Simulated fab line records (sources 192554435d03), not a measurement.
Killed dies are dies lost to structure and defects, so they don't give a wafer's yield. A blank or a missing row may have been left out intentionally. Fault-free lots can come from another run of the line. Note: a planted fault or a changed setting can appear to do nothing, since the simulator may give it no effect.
Code-filled problem report in 8D (eight disciplines) form	flow n5 finfet	the parts of the form that need people (team, actions taken, sign-off) are left out

## 1. THE ISSUE
Wafers without a fault read 14, standard deviation 5.3; killed_at_M4_up at N5_PASSIVATION_PROBE_49 reads a mean of 101 on 6 wafers belonging to 2 lots. That puts it +16 standard deviations away from the usual mean.
Seen first at day 13 22:05 on prober-01, wafer L215.3. The record holds 12 wafers of 4 lots with a number at this step. Rule for "out" (also "out of limits"): further than 4 standard deviations from the usual mean. The other wafers with a number count as sound.

## 2. WHAT IT IS, WHAT IT ISN'T
question	is	is not
which readings at this step	killed_at_M4_up	killed_at_M0_to_M3, killed at contacts, killed at front end, killed short
which lots	L215, L219	L213, L221
which wafers of those lots	all that have a number	-
read on which tools	prober-01, prober-02	-
when	from day 13 22:05	up to then (3 sound wafers); but 3 sound wafers of L221 came after

## 3. SUSPECTS, AND WHAT RULES EACH OUT
Counting: a tool at any process step up to the reading remains a suspect when it ran all the lots that are out and ran no sound lot after the first of those.
- rie diel-05 at N5_BEOL_M10_STRIP_36 (strips in N2/H2): kept. It processed each lot that is out, first L215 at day 11 17:15, and no sound lot thereafter; up to then, the last sound lot it processed was L213 at day 10 22:58.
Left after counting: rie diel-05 at N5_BEOL_M10_STRIP_36.

## 4. THE CAUSE (what the simulator had put in)
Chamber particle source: rie diel-05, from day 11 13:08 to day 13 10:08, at N5_BEOL_M10_STRIP_36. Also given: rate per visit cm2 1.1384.
The count eliminated every tool but this one.

## 5. THE CHAIN OF EFFECTS, in route order
Each row: a reading where the mean over the struck wafers with a number is more than 3 standard deviations away from the usual. Only readings for which the record gives a usual standard deviation are gone through. hours: the time from each lot's start at the first step in this table that gives one to its start at this step, as a median over the lots. sigmas: the change in usual standard deviations.
hours	step	reading	usual	on struck wafers	change	sigmas
0	N5_PASSIVATION_PROBE_49	defect limited yield	91.4 %	85.0	-6.4	-4.2
0	N5_PASSIVATION_PROBE_49	killed_at_M4_up	14	101	+87	+16
0	N5_PASSIVATION_PROBE_49	killed dies	102	176	+74	+4.4
0	N5_PASSIVATION_PROBE_49	killed on rim	13	26	+12	+3.3
0	N5_PASSIVATION_PROBE_49	sort_bin_5_function	5.1 %	8.6	+3.5	+3.7
0	N5_PASSIVATION_PROBE_49	sort n pass	1078	1004	-74	-4.1
0	N5_PASSIVATION_PROBE_49	sort yield pct	91.3 %	85.0	-6.2	-4.2
The process steps in it:
- N5_PASSIVATION_PROBE_49

## 6. WHAT WOULD HAVE CAUGHT IT SOONER
57 hours passed between the start of the fault at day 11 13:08 and the first reading out of limits in this record, taken at day 13 22:05.
Tool readings at N5_BEOL_M10_STRIP_36 with a usual standard deviation given in the record: none out on any struck wafer, hence no alarm at a limit of 4 standard deviations on them.
All the lots that are out (2) had begun N5_BEOL_M10_STRIP_36 on rie diel-05 by day 13 22:05. Had the tool been put on hold then, not one of them would have been saved.
